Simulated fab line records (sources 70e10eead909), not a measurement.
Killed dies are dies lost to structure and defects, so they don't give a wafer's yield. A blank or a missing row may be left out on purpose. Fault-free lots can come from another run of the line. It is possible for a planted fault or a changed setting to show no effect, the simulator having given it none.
Chamber matching :: flow nandHarc :: NHARC_A_SGD_CUT_ETCHBACK_24 on rieDiel-09 has 4 sister chambers
The step etches the open film in CH3F/O2, target depth 50 nm, time 92.857 s. 14 wafers are shown with their chamber, then 7 later ones without.

## EACH WAFER AND ITS CHAMBER
wafer: L076.2
chamber: 1
showerheadPlenumPTorr (Torr): 2.48
drypumpMotorCurrentA (A): 5.5
rfVppV (V): 244.1

wafer: L076.4
chamber: 2
showerheadPlenumPTorr (Torr): 2.58
drypumpMotorCurrentA (A): 6.3
rfVppV (V): 246.8

wafer: L076.5
chamber: 3
showerheadPlenumPTorr (Torr): 2.57
drypumpMotorCurrentA (A): 5.4
rfVppV (V): 245.5

wafer: L077.1
chamber: 0
showerheadPlenumPTorr (Torr): 2.45
drypumpMotorCurrentA (A): 6.3
rfVppV (V): 244.4

wafer: L077.3
chamber: 3
showerheadPlenumPTorr (Torr): 2.57
drypumpMotorCurrentA (A): 5.5
rfVppV (V): 244.9

wafer: L077.5
chamber: 3
showerheadPlenumPTorr (Torr): 2.57
drypumpMotorCurrentA (A): 5.5
rfVppV (V): 245.3

wafer: L082.2
chamber: 3
showerheadPlenumPTorr (Torr): 2.57
drypumpMotorCurrentA (A): 5.5
rfVppV (V): 246.7

wafer: L082.4
chamber: 2
showerheadPlenumPTorr (Torr): 2.58
drypumpMotorCurrentA (A): 6.3
rfVppV (V): 244.9

wafer: L082.6
chamber: 1
showerheadPlenumPTorr (Torr): 2.47
drypumpMotorCurrentA (A): 5.5
rfVppV (V): 244.8

wafer: L083.1
chamber: 0
showerheadPlenumPTorr (Torr): 2.45
drypumpMotorCurrentA (A): 6.3
rfVppV (V): 244.6

wafer: L083.2
chamber: 3
showerheadPlenumPTorr (Torr): 2.57
drypumpMotorCurrentA (A): 5.5
rfVppV (V): 246.2

wafer: L083.3
chamber: 2
showerheadPlenumPTorr (Torr): 2.58
drypumpMotorCurrentA (A): 6.3
rfVppV (V): 247.1

wafer: L084.2
chamber: 0
showerheadPlenumPTorr (Torr): 2.45
drypumpMotorCurrentA (A): 6.3
rfVppV (V): 243.1

wafer: L084.3
chamber: 3
showerheadPlenumPTorr (Torr): 2.57
drypumpMotorCurrentA (A): 5.4
rfVppV (V): 245.1

SIGNATURES (averages over the wafers above)
reading: showerheadPlenumPTorr
chamber 0: 2.4500
chamber 1: 2.4750
chamber 2: 2.5800
chamber 3: 2.5700
scatter within a chamber: 0.00224

reading: drypumpMotorCurrentA
chamber 0: 6.300
chamber 1: 5.500
chamber 2: 6.300
chamber 3: 5.467
scatter within a chamber: 0.0365

reading: rfVppV
chamber 0: 244.033
chamber 1: 244.450
chamber 2: 246.267
chamber 3: 245.617
scatter within a chamber: 0.826
Rule: a wafer's distance from a chamber is the root of the sum, over the readings, of the square of ((its reading less the chamber's mean) divided by the reading's scatter). The wafer belongs to the nearest chamber; if the next one is less than 2 further off, it can't be placed. The scatter: the root of (the sum of the squares of (reading less its chamber's mean) over the shown wafers, divided by (wafers less chambers)).

## WAFERS MISSING THEIR CHAMBER
wafer: L084.6
showerheadPlenumPTorr (Torr): 2.45
drypumpMotorCurrentA (A): 6.3
rfVppV (V): 245.3

wafer: L090.2
showerheadPlenumPTorr (Torr): 2.58
drypumpMotorCurrentA (A): 6.3
rfVppV (V): 246.1

wafer: L090.3
showerheadPlenumPTorr (Torr): 2.45
drypumpMotorCurrentA (A): 6.3
rfVppV (V): 244.5

wafer: L090.5
showerheadPlenumPTorr (Torr): 2.57
drypumpMotorCurrentA (A): 5.5
rfVppV (V): 245.9

wafer: L096.1
showerheadPlenumPTorr (Torr): 2.57
drypumpMotorCurrentA (A): 5.4
rfVppV (V): 247.0

wafer: L096.3
showerheadPlenumPTorr (Torr): 2.58
drypumpMotorCurrentA (A): 6.3
rfVppV (V): 245.9

wafer: L096.6
showerheadPlenumPTorr (Torr): 2.58
drypumpMotorCurrentA (A): 6.3
rfVppV (V): 245.0

## CHAMBER TAKEN BY EACH
wafer: L084.6
from the rows above: 0
in truth: 0

wafer: L090.2
from the rows above: 2
in truth: 2

wafer: L090.3
from the rows above: 0
in truth: 0

wafer: L090.5
from the rows above: 3
in truth: 3

wafer: L096.1
from the rows above: 3
in truth: 3

wafer: L096.3
from the rows above: 2
in truth: 2

wafer: L096.6
from the rows above: 2
in truth: 2
Correctly placed: 7 of 7. Can't be placed from these rows: 0. Placed wrongly: 0.
